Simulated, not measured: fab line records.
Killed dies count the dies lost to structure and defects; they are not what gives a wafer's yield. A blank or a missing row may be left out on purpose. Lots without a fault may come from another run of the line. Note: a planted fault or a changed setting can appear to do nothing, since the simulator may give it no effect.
fab line records + flow n5_finfet
record
- lots=6
- wafers=18
- last_day=16
route steps=1938 shown BEOL_M4@1094 PASSIVATION@1936
lots with no fault: from the same line, run without faults
start_h: hours from the record's first day to the start of the lot's first wafer shown + wait_h: time in hours since the lot's previous step + " the same as in the row above + L1.1+2: several wafers, shown together as one row + - no value, or no start given + * or withheld: withheld + < > ~ a bound
route shown NAME@n: a module of which the file shows steps, and the number in the route of the first + usual: average and standard deviation across the fault-free wafers + same: alike in all rows + chamber/n: place in a boat + sites: readings site by site + _std_site: the values' standard deviation + _edge_site: the outer-site mean with the inner-site mean subtracted + radius_mm: how far each site lies from the wafer's centre + mask NAME#n: copy n + behind: the last tool/chamber to shape the wafer + hold: why the lot went on hold/how many hours it stayed there/how the hold came to an end + device: names the non-switching transistor (n, p or np) + end of line: tests run on the same wafers once the route is complete + where a step has no rows: the recipe by itself + killed: count of dies lost to structure and defects at first sort (not the wafer's yield) + map: per-die view of a wafer (x killed, . not killed, _ where there is no die)
set.NAME: setting as actually run; set.NAME@STEP: the setting as run at that earlier step + model.NAME: the simulator's own value behind a step, which no gauge read
certain route steps with their lots: each step a table, each wafer a row
services: the hour from which a tool's chamber was out of use, counted from the record's first day as start_h (under 0 if before that day), plus the number of hours and why
## steps
# step N5_BEOL_M4_SPUTTER_90
# recipe
- material=Cu
- target_thk_a=45
- temp_c=-20
- chamber_pressure_pa=0.07
- power_w=withheld
- time_s=8.29
# usual
- chamber_pressure_pa=0.06998/0.00015
- throttle_valve_pct=30.0/1.2
| lot.wafer | tool           | chamber | start_h | wait_h | chamber_pressure_pa | throttle_valve_pct |
|-----------|----------------|---------|---------|--------|---------------------|--------------------|
| L853.1    | pvd_sputter-02 | -       | 161.25  | 0.1    | 0.07001             | 29.8               |
| L853.2    | "              | -       | "       | "      | 0.0701              | 27.8               |
| L853.5    | "              | -       | "       | "      | 0.07006             | 29.4               |
| L852.1    | pvd_sputter-01 | -       | 176.24  | 0.1    | 0.07028             | 29.2               |
| L852.3    | "              | -       | "       | "      | 0.07022             | 30.7               |
| L852.4    | "              | -       | "       | "      | 0.07018             | 32.5               |
| L858.1    | pvd_sputter-03 | -       | 202.01  | 0.1    | 0.06995             | 31.1               |
| L858.2    | "              | -       | "       | "      | 0.06993             | 30.5               |
| L858.5    | "              | -       | "       | "      | 0.07007             | 29.8               |
| L859.1    | pvd_sputter-02 | -       | 208.48  | 0.1    | 0.0697              | 30.4               |
| L859.2    | "              | -       | "       | "      | 0.06999             | 29.9               |
| L859.6    | "              | -       | "       | "      | 0.06991             | 28.2               |
| L868.1    | pvd_sputter-02 | -       | 266.62  | 0.1    | 0.07007             | 30.0               |
| L868.3    | "              | -       | "       | "      | 0.06997             | 29.4               |
| L868.6    | "              | -       | "       | "      | 0.06999             | 28.2               |
| L871.3    | pvd_sputter-01 | -       | 284.88  | 0.1    | 0.07005             | 30.3               |
| L871.4    | "              | -       | "       | "      | 0.06996             | 29.6               |
| L871.5    | "              | -       | "       | "      | 0.06985             | 30.8               |
# step N5_BEOL_M4_ANNEAL_91
# recipe
- temp_c=400
- time_s=240
- ambient=vacuum
# usual
- heater_power_w=866/41
| lot.wafer | tool           | chamber | start_h | wait_h | heater_power_w |
|-----------|----------------|---------|---------|--------|----------------|
| L853.1    | pvd_sputter-02 | -       | 161.33  | 0.0    | 888            |
| L853.2    | "              | -       | "       | "      | 855            |
| L853.5    | "              | -       | "       | "      | 843            |
| L852.1    | pvd_sputter-01 | -       | 176.32  | 0.0    | 947            |
| L852.3    | "              | -       | "       | "      | 858            |
| L852.4    | "              | -       | "       | "      | 823            |
| L858.1    | pvd_sputter-03 | -       | 202.09  | 0.0    | 920            |
| L858.2    | "              | -       | "       | "      | 811            |
| L858.5    | "              | -       | "       | "      | 875            |
| L859.1    | pvd_sputter-02 | -       | 208.56  | 0.0    | 872            |
| L859.2    | "              | -       | "       | "      | 871            |
| L859.6    | "              | -       | "       | "      | 894            |
| L868.1    | pvd_sputter-02 | -       | 266.70  | 0.0    | 906            |
| L868.3    | "              | -       | "       | "      | 849            |
| L868.6    | "              | -       | "       | "      | 866            |
| L871.3    | pvd_sputter-01 | -       | 284.96  | 0.0    | 831            |
| L871.4    | "              | -       | "       | "      | 854            |
| L871.5    | "              | -       | "       | "      | 848            |
# step N5_BEOL_M4_SPUTTER_92
# recipe
- material=Cu
- target_thk_a=45
- temp_c=-20
- chamber_pressure_pa=0.07
- power_w=withheld
- time_s=8.29
# step N5_BEOL_M4_ANNEAL_93
# recipe
- temp_c=400
- time_s=240
- ambient=vacuum
# step N5_BEOL_M4_SPUTTER_94
# recipe
- material=Cu
- target_thk_a=45
- temp_c=-20
- chamber_pressure_pa=0.07
- power_w=withheld
- time_s=8.29
# step N5_BEOL_M4_ANNEAL_95
# recipe
- temp_c=400
- time_s=240
- ambient=vacuum
# step N5_BEOL_M4_SPUTTER_96
# recipe
- material=Cu
- target_thk_a=45
- temp_c=-20
- chamber_pressure_pa=0.07
- power_w=withheld
- time_s=8.29
# usual
- chamber_pressure_pa=0.06998/0.00014
- throttle_valve_pct=30.0/1.2
| lot.wafer | tool           | chamber | start_h | wait_h | chamber_pressure_pa | throttle_valve_pct |
|-----------|----------------|---------|---------|--------|---------------------|--------------------|
| L853.1    | pvd_sputter-02 | -       | 161.91  | 0.1    | 0.07007             | 29.7               |
| L853.2    | "              | -       | "       | "      | 0.06971             | 28.0               |
| L853.5    | "              | -       | "       | "      | 0.06995             | 29.4               |
| L852.1    | pvd_sputter-01 | -       | 176.90  | 0.1    | 0.06983             | 29.4               |
| L852.3    | "              | -       | "       | "      | 0.07                | 31.0               |
| L852.4    | "              | -       | "       | "      | 0.07008             | 32.6               |
| L858.1    | pvd_sputter-03 | -       | 202.67  | 0.1    | 0.07004             | 31.0               |
| L858.2    | "              | -       | "       | "      | 0.07011             | 30.5               |
| L858.5    | "              | -       | "       | "      | 0.06994             | 30.0               |
| L859.1    | pvd_sputter-02 | -       | 209.14  | 0.1    | 0.06993             | 30.4               |
| L859.2    | "              | -       | "       | "      | 0.07011             | 29.9               |
| L859.6    | "              | -       | "       | "      | 0.06992             | 28.2               |
| L868.1    | pvd_sputter-02 | -       | 267.28  | 0.1    | 0.06992             | 29.8               |
| L868.3    | "              | -       | "       | "      | 0.07009             | 29.1               |
| L868.6    | "              | -       | "       | "      | 0.06998             | 28.1               |
| L871.3    | pvd_sputter-01 | -       | 285.54  | 0.1    | 0.07007             | 30.8               |
| L871.4    | "              | -       | "       | "      | 0.07002             | 29.5               |
| L871.5    | "              | -       | "       | "      | 0.06998             | 30.6               |
# step N5_BEOL_M4_ECD_50
# recipe
- material=Cu
- target_thk_a=3000
# step N5_BEOL_M4_ANNEAL_51
# recipe
- temp_c=225
- time_s=90
- ambient=N2
# usual
- wafer_temp_C_max=226.17/0.29
| lot.wafer | tool          | chamber | start_h | wait_h | wafer_temp_C_max |
|-----------|---------------|---------|---------|--------|------------------|
| L853.1    | rtp_anneal-01 | 0       | 162.10  | 0.1    | 225.88           |
| L853.2    | "             | 0       | "       | "      | 225.78           |
| L853.5    | "             | 0       | "       | "      | 225.72           |
| L852.1    | rtp_anneal-01 | 0       | 177.10  | 0.1    | 226.15           |
| L852.3    | "             | 0       | "       | "      | 225.94           |
| L852.4    | "             | 0       | "       | "      | 226.12           |
| L858.1    | rtp_anneal-01 | 0       | 202.86  | 0.1    | 225.94           |
| L858.2    | "             | 0       | "       | "      | 225.98           |
| L858.5    | "             | 0       | "       | "      | 226.36           |
| L859.1    | rtp_anneal-02 | 0       | 209.34  | 0.1    | 226.38           |
| L859.2    | "             | 0       | "       | "      | 226.44           |
| L859.6    | "             | 0       | "       | "      | 227.11           |
| L868.1    | rtp_anneal-02 | 0       | 267.48  | 0.1    | 226.20           |
| L868.3    | "             | 0       | "       | "      | 226.23           |
| L868.6    | "             | 0       | "       | "      | 226.22           |
| L871.3    | rtp_anneal-02 | 0       | 285.82  | 0.1    | 226.34           |
| L871.4    | "             | 0       | "       | "      | 226.44           |
| L871.5    | "             | 0       | "       | "      | 226.25           |
# step N5_BEOL_M4_CMP_52
# recipe
- stop_on=SiOC
- t_overpolish_s=6.8
- down_force_psi=1
- platen_rpm=50
- clearing_platen_down_force_psi=1.5
- clearing_platen_rpm=50
- post_cmp_clean=cu_alkaline
- target_thk_nm=40
- clearing_platen_pad_velocity_m_s=0.99484
- pad_velocity_m_s=0.99484
# usual
- barrier_field_endpoint_s=24.4/0.65
- motor_current_A=6.1/0.39
- overpolish_run_s=6.801/0.0084
- pad_life_wafers=882/690
- time_to_endpoint_s=60.4/2.9
| lot.wafer | tool   | chamber | start_h | wait_h | barrier_field_endpoint_s | motor_current_A | overpolish_run_s | pad_life_wafers | time_to_endpoint_s |
|-----------|--------|---------|---------|--------|--------------------------|-----------------|------------------|-----------------|--------------------|
| L853.1    | cmp-03 | 0       | 162.40  | 0.3    | 24.1                     | 6.6             | 6.817            | 1206            | 59.9               |
| L853.2    | "      | 3       | "       | "      | 24.4                     | 6.2             | 6.798            | 1209            | 61.5               |
| L853.5    | "      | 1       | "       | "      | 24.0                     | 6.4             | 6.807            | -               | 56.7               |
| L852.1    | cmp-02 | 1       | 177.40  | 0.3    | 24.8                     | 6.5             | 6.815            | 1692            | 63.3               |
| L852.3    | "      | 3       | "       | "      | 23.7                     | 6.2             | 6.804            | 1694            | 59.1               |
| L852.4    | "      | 0       | "       | "      | 23.6                     | 5.7             | 6.804            | 1695            | 54.0               |
| L858.2    | cmp-04 | 3       | 203.23  | 0.3    | 25.3                     | 5.8             | 6.811            | 590             | 63.3               |
| L858.1    | "      | 0       | "       | "      | 24.2                     | 6.2             | 6.809            | 591             | 58.0               |
| L858.5    | "      | 2       | "       | "      | 24.0                     | 5.6             | 6.800            | -               | 57.4               |
| L859.1    | cmp-02 | 0       | 209.63  | 0.3    | 24.0                     | 5.9             | 6.790            | 1908            | 56.7               |
| L859.2    | "      | 3       | "       | "      | 23.9                     | 6.1             | 6.819            | 1911            | 59.4               |
| L859.6    | "      | 1       | "       | "      | 24.3                     | 6.6             | 6.794            | -               | 60.8               |
| L868.1    | cmp-04 | 1       | 267.79  | 0.3    | 23.4                     | 6.0             | 6.799            | 1140            | 57.9               |
| L868.3    | "      | 0       | "       | "      | 23.6                     | 6.4             | 6.790            | 1143            | 59.1               |
| L868.6    | "      | 1       | "       | "      | 24.0                     | 6.0             | 6.797            | -               | 58.4               |
| L871.3    | cmp-02 | 0       | 286.07  | 0.2    | 23.5                     | 5.9             | 6.798            | 289             | 59.5               |
| L871.4    | "      | 1       | "       | "      | 23.7                     | 6.6             | 6.787            | 290             | 61.3               |
| L871.5    | "      | 3       | "       | "      | 25.1                     | 6.6             | 6.794            | -               | 62.6               |
# step N5_BEOL_M4_THK_MEAS_53
# recipe
- thk_meas_gauge=xrf
- reads=Cu_of_BEOL_M4_ECD_50
# usual
- M4_THK=37.9/1.7
| lot.wafer | tool          | chamber | start_h | wait_h | M4_THK[nm] |
|-----------|---------------|---------|---------|--------|------------|
| L853.1    | film_metro-01 | -       | 162.70  | -      | 37.8       |
| L853.2    | "             | -       | "       | "      | 35.6       |
| L853.5    | "             | -       | "       | "      | 34.2       |
| L852.1    | film_metro-02 | -       | 177.69  | -      | 36.4       |
| L852.3    | "             | -       | "       | "      | 36.3       |
| L852.4    | "             | -       | "       | "      | 37.2       |
| L858.1    | film_metro-01 | -       | 203.45  | -      | 40.2       |
| L858.2    | "             | -       | "       | "      | 40.2       |
| L858.5    | "             | -       | "       | "      | 39.8       |
| L859.1    | film_metro-02 | -       | 209.93  | -      | 36.0       |
| L859.2    | "             | -       | "       | "      | 36.9       |
| L859.6    | "             | -       | "       | "      | 36.0       |
| L868.1    | film_metro-01 | -       | 268.09  | -      | 40.7       |
| L868.3    | "             | -       | "       | "      | 38.6       |
| L868.6    | "             | -       | "       | "      | 37.9       |
| L871.3    | film_metro-01 | -       | 286.33  | -      | 38.6       |
| L871.4    | "             | -       | "       | "      | 40.5       |
| L871.5    | "             | -       | "       | "      | 38.3       |
# step N5_BEOL_M4_PRE_CLEAN_60
# recipe
- gas=NH3/H2
- time_s=15
- temp_c=*
- rf_power_w=300
# step N5_BEOL_M4_CO_CAP_55
# recipe
- material=Co
- target_thk_a=20
- temp_c=200
- precursor=CCTBA/H2
- pressure_torr=30
- time_s=102.1
# usual
- heater_power_w=239/16
- run_length_s=125.1/0.4
| lot.wafer | tool      | chamber | start_h | wait_h | heater_power_w | run_length_s | model.Co_of_BEOL_M4_CO_CAP_55.thk_nm |
|-----------|-----------|---------|---------|--------|----------------|--------------|--------------------------------------|
| L853.1    | cvd_co-02 | 2       | 162.92  | 0.0    | 213            | 125.5        | 2                                    |
| L853.2    | "         | 0       | "       | "      | 241            | 125.3        | 2                                    |
| L853.5    | "         | 2       | "       | "      | 218            | 124.9        | 2                                    |
| L852.1    | cvd_co-02 | 1       | 177.77  | 0.0    | 252            | 125.6        | 1.8                                  |
| L852.3    | "         | 2       | "       | "      | 217            | 125.6        | 1.8                                  |
| L852.4    | "         | 1       | "       | "      | 250            | 125.5        | 1.8                                  |
| L858.1    | cvd_co-02 | 2       | 203.53  | 0.0    | 218            | 125.4        | 1.8                                  |
| L858.2    | "         | 1       | "       | "      | 256            | 83.6         | 1                                    |
| L858.5    | "         | 1       | "       | "      | 246            | 83.7         | 1.2                                  |
| L859.1    | cvd_co-02 | 1       | 210.00  | 0.0    | 247            | 125.5        | 1.8                                  |
| L859.2    | "         | 2       | "       | "      | 212            | 82.9         | 1.2                                  |
| L859.6    | "         | 0       | "       | "      | 240            | 83.0         | 1.4                                  |
| L868.1    | cvd_co-01 | 1       | 268.16  | 0.0    | 230            | 125.3        | 2                                    |
| L868.3    | "         | 2       | "       | "      | 256            | 124.9        | 1.8                                  |
| L868.6    | "         | 0       | "       | "      | 253            | 124.8        | 2                                    |
| L871.3    | cvd_co-02 | 0       | 286.41  | 0.0    | 232            | 124.9        | 2                                    |
| L871.4    | "         | 1       | "       | "      | 264            | 125.4        | 2                                    |
| L871.5    | "         | 2       | "       | "      | 213            | 125.5        | 2                                    |
# step N5_BEOL_M4_PRE_CLEAN_56
# recipe
- gas=NH3
- time_s=15
- temp_c=withheld
- rf_power_w=300
# step N5_BEOL_M4_RC_MEAS_101
# usual
- DIBL_N=36.5/1.4
- DIBL_P=36.6/1.9
- IOFF_N=0.167/0.029
- IOFF_P=0.21/0.033
- ION_N=674/12
- ION_P=460/8.9
- SS_N=71.6/0.57
- SS_P=73.4/0.61
- VT_N=249/3.3
- VT_P=-250/3.3
| lot.wafer | tool      | chamber | start_h | wait_h | DIBL_N[mV/V] | DIBL_P[mV/V] | IOFF_N[nA/um] | IOFF_P[nA/um] | ION_N[uA/um] | ION_P[uA/um] | SS_N[mV/dec] | SS_P[mV/dec] | VT_N[mV] | VT_P[mV] |
|-----------|-----------|---------|---------|--------|--------------|--------------|---------------|---------------|--------------|--------------|--------------|--------------|----------|----------|
| L853.1    | prober-01 | 0       | 163.74  | 0.6    | 36.7         | 38.0         | 0.190         | 0.20          | 672          | 454          | 71.9         | 73.4         | 245      | -253     |
| L853.2    | "         | 0       | "       | "      | 35.6         | 36.2         | 0.158         | 0.18          | 672          | 451          | 72.0         | 73.6         | 248      | -255     |
| L853.5    | "         | 0       | "       | "      | 37.2         | 38.2         | 0.186         | 0.21          | 673          | 456          | 72.3         | 73.6         | 247      | -250     |
| L852.1    | prober-01 | 0       | 178.00  | 0.0    | 35.2         | 33.8         | 0.144         | 0.21          | 669          | 465          | 71.0         | 72.8         | 249      | -252     |
| L852.3    | "         | 0       | "       | "      | 35.0         | 33.6         | 0.147         | 0.21          | 681          | 467          | 70.3         | 72.9         | 252      | -247     |
| L852.4    | "         | 0       | "       | "      | 36.0         | 33.8         | 0.158         | 0.21          | 675          | 468          | 70.6         | 73.5         | 251      | -248     |
| L858.1    | prober-01 | 0       | 203.76  | 0.0    | 35.0         | 35.7         | 0.160         | 0.21          | 663          | 453          | 71.6         | 73.3         | 248      | -248     |
| L858.2    | "         | 0       | "       | "      | 36.1         | 36.4         | 0.167         | 0.21          | 683          | 464          | 72.5         | 74.3         | 251      | -254     |
| L858.5    | "         | 0       | "       | "      | 35.1         | 35.9         | 0.159         | 0.21          | 660          | 450          | 72.1         | 73.7         | 250      | -251     |
| L859.1    | prober-01 | 0       | 210.24  | 0.0    | 36.0         | 36.1         | 0.171         | 0.24          | 676          | 470          | 72.1         | 74.3         | 247      | -244     |
| L859.2    | "         | 0       | "       | "      | 36.1         | 35.6         | 0.172         | 0.24          | 693          | 479          | 71.5         | 74.2         | 247      | -244     |
| L859.6    | "         | 0       | "       | "      | 37.0         | 36.8         | 0.190         | 0.28          | 684          | 479          | 72.0         | 74.0         | 246      | -243     |
| L868.1    | prober-01 | 0       | 268.40  | 0.0    | 37.2         | 36.0         | 0.143         | 0.17          | 645          | 444          | 71.6         | 73.7         | 252      | -257     |
| L868.3    | "         | 0       | "       | "      | 38.2         | 37.0         | 0.149         | 0.17          | 659          | 447          | 71.8         | 72.9         | 252      | -257     |
| L868.6    | "         | 0       | "       | "      | 38.0         | 36.6         | 0.152         | 0.17          | 665          | 445          | 71.4         | 72.8         | 250      | -256     |
| L871.3    | prober-02 | 0       | 287.07  | 0.3    | 38.7         | 38.4         | 0.205         | 0.22          | 686          | 457          | 71.3         | 74.2         | 245      | -250     |
| L871.4    | "         | 0       | "       | "      | 37.2         | 38.2         | 0.190         | 0.21          | 698          | 470          | 71.8         | 73.4         | 246      | -251     |
| L871.5    | "         | 0       | "       | "      | 38.9         | 39.4         | 0.218         | 0.24          | 693          | 463          | 72.1         | 75.1         | 245      | -250     |
# step N5_PASSIVATION_PROBE_49
# usual
- defect_limited_yield=91.2/1.6
- killed_at_M0_to_M3=34/11
- killed_at_M4_up=14/5.7
- killed_at_contacts=14/6.6
- killed_at_front_end=37/10
- killed_at_other=4/3.2
- killed_dies=104/19
- killed_open=69/13
- killed_short=33/8.7
- sort_bin_5_function=5.1/1
- sort_bin_6_memory=3.3/0.76
- sort_n_pass=1076/19
- sort_yield_pct=91.2/1.6
# same
- gross_dies=1180
- killed_at_back_side=0
- sort_bin_4_leakage[%]=0
- sort_bin_8_speed[%]=0
| lot.wafer | tool      | chamber | start_h | wait_h | defect_limited_yield[%] | killed_at_M0_to_M3 | killed_at_M4_up | killed_at_contacts | killed_at_front_end | killed_at_other | killed_dies | killed_open | killed_short | sort_bin_5_function[%] | sort_bin_6_memory[%] | sort_n_pass | sort_yield_pct[%] |
|-----------|-----------|---------|---------|--------|-------------------------|--------------------|-----------------|--------------------|---------------------|-----------------|-------------|-------------|--------------|------------------------|----------------------|-------------|-------------------|
| L859.1    | prober-02 | -       | 305.00  | 0.0    | 92.1                    | 30                 | 12              | 17                 | 32                  | 2               | 93          | 68          | 25           | 5.1                    | 2.6                  | 1087        | 92.1              |
| L859.2    | prober-02 | -       | 305.05  | 0.1    | 90.4                    | 37                 | 12              | 21                 | 38                  | 5               | 113         | 70          | 40           | 5.4                    | 3.7                  | 1067        | 90.4              |
| L859.6    | prober-02 | -       | 305.25  | 0.3    | 92.3                    | 35                 | 18              | 11                 | 26                  | 1               | 91          | 58          | 33           | 4.4                    | 2.8                  | 1089        | 92.3              |
| L871.3    | prober-01 | -       | 390.11  | 0.1    | 91.4                    | 49                 | 15              | 17                 | 21                  | 0               | 102         | 70          | 30           | 5.3                    | 3.1                  | 1078        | 91.4              |
| L871.4    | prober-01 | -       | 390.16  | 0.2    | 89.3                    | 41                 | 16              | 32                 | 35                  | 2               | 126         | 91          | 34           | 6.4                    | 4.2                  | 1054        | 89.3              |
| L871.5    | prober-01 | -       | 390.21  | 0.2    | 89.8                    | 44                 | 18              | 28                 | 29                  | 1               | 120         | 79          | 35           | 5.4                    | 4.2                  | 1060        | 89.8              |
# killed by level:class
L859.1 MOL_CONTACT_COAG:geometric_particle:open=13 BEOL_M1:geometric_particle:open=10 STI_FIN_REVEAL:geometric_particle:open=7 BEOL_M2:geometric_particle:open=6 GATE_CUT:geometric_particle:short=5 BEOL_M0_SAQP:geometric_particle:open=5 BEOL_M4:geometric_particle:open=5 GATE_CUT:geometric_particle:open=4
L859.2 MOL_CONTACT_COAG:geometric_particle:open=12 BEOL_M0_SAQP:geometric_particle:short=10 BEOL_M0_SAQP:geometric_particle:open=10 STI_FIN_REVEAL:geometric_particle:open=9 MOL_CONTACT_COAG:geometric_particle:short=9 BEOL_M2:geometric_particle:open=9 BEOL_M4:geometric_particle:open=8 GATE_CUT:geometric_particle:short=6
L859.6 MOL_CONTACT_COAG:geometric_particle:open=8 BEOL_M0_SAQP:geometric_particle:open=8 BEOL_M3:geometric_particle:open=7 FIN_SAQP:geometric_particle:short=6 BEOL_M1:geometric_particle:open=6 GATE_CUT:geometric_particle:short=5 BEOL_M0_SAQP:geometric_particle:short=5 BEOL_M5:geometric_particle:open=5
L871.3 BEOL_M3:geometric_particle:open=14 MOL_CONTACT_COAG:geometric_particle:open=11 BEOL_M0_SAQP:geometric_particle:short=10 BEOL_M1:geometric_particle:open=8 STI_FIN_REVEAL:geometric_particle:open=7 MOL_CONTACT_COAG:geometric_particle:short=6 BEOL_M0_SAQP:geometric_particle:open=6 BEOL_M2:geometric_particle:open=6
L871.4 MOL_CONTACT_COAG:geometric_particle:open=24 STI_FIN_REVEAL:geometric_particle:open=14 BEOL_M3:geometric_particle:open=12 MOL_CONTACT_COAG:geometric_particle:short=8 BEOL_M0_SAQP:geometric_particle:open=7 BEOL_M0_SAQP:geometric_particle:short=6 BEOL_M0:geometric_particle:open=5 BEOL_M1:geometric_particle:open=5
L871.5 MOL_CONTACT_COAG:geometric_particle:open=19 BEOL_M0_SAQP:geometric_particle:open=15 STI_FIN_REVEAL:geometric_particle:open=12 BEOL_M0_SAQP:geometric_particle:short=11 MOL_CONTACT_COAG:geometric_particle:short=9 BEOL_M3:geometric_particle:open=6 FIN_SAQP:geometric_particle:open=5 BEOL_M1:geometric_particle:open=5
## services
| tool          | chamber | start_h | hours | kind                           |
|---------------|---------|---------|-------|--------------------------------|
| cmp-02        | -       | 184.75  | 2.0   | repair                         |
| cmp-04        | -       | 190.60  | 2.6   | repair                         |
| cmp-02        | -       | 197.05  | 4.4   | repair                         |
| cvd_co-01     | 0       | 203.85  | 11.4  | repair                         |
| cmp-03        | -       | 220.94  | 0.8   | repair                         |
| cmp-03        | -       | 233.89  | 0.3   | repair                         |
| cmp-02        | -       | 237.89  | 4.0   | pm                             |
| rtp_anneal-02 | -       | 238.50  | 0.8   | pm                             |
| cmp-02        | -       | 241.89  | -     | consumable_replace:conditioner |
| cmp-02        | -       | 241.89  | -     | consumable_replace:pad         |
| cmp-02        | -       | 245.71  | 4.2   | repair                         |
| cmp-03        | -       | 259.78  | 4.0   | pm                             |
| cvd_co-02     | 1       | 263.33  | 22.5  | repair                         |
| cmp-03        | -       | 263.78  | -     | consumable_replace:conditioner |
| cmp-03        | -       | 263.78  | -     | consumable_replace:pad         |
| cmp-04        | -       | 278.21  | 0.4   | repair                         |
| cmp-02        | -       | 283.57  | 2.2   | repair                         |
## key
first_sign
- step=N5_BEOL_M4_CO_CAP_55
- reading=run_length_s
- direction=down
- sigmas=99+
- usual=*
- struck=*
effect none on later readings
model_effect
- step=N5_BEOL_M4_CO_CAP_55
- value=Co_of_BEOL_M4_CO_CAP_55.thk_nm
- without=2
- struck=1.2
met_at N5_BEOL_M4_CO_CAP_55
struck_wafers L858.2,L858.5,L859.2,L859.6
onset_between 177.77 203.53
fault
- kind=process_parameter_drift
- tool=cvd_co-02
- chamber=-
- onset_h=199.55
- steps=N5_BEOL_M4_CO_CAP_55
- channel=time_s
- offset=*
- shape=step
- end_h=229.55
- scope=struck_wafers_only
- acts_in=*
- stated=*
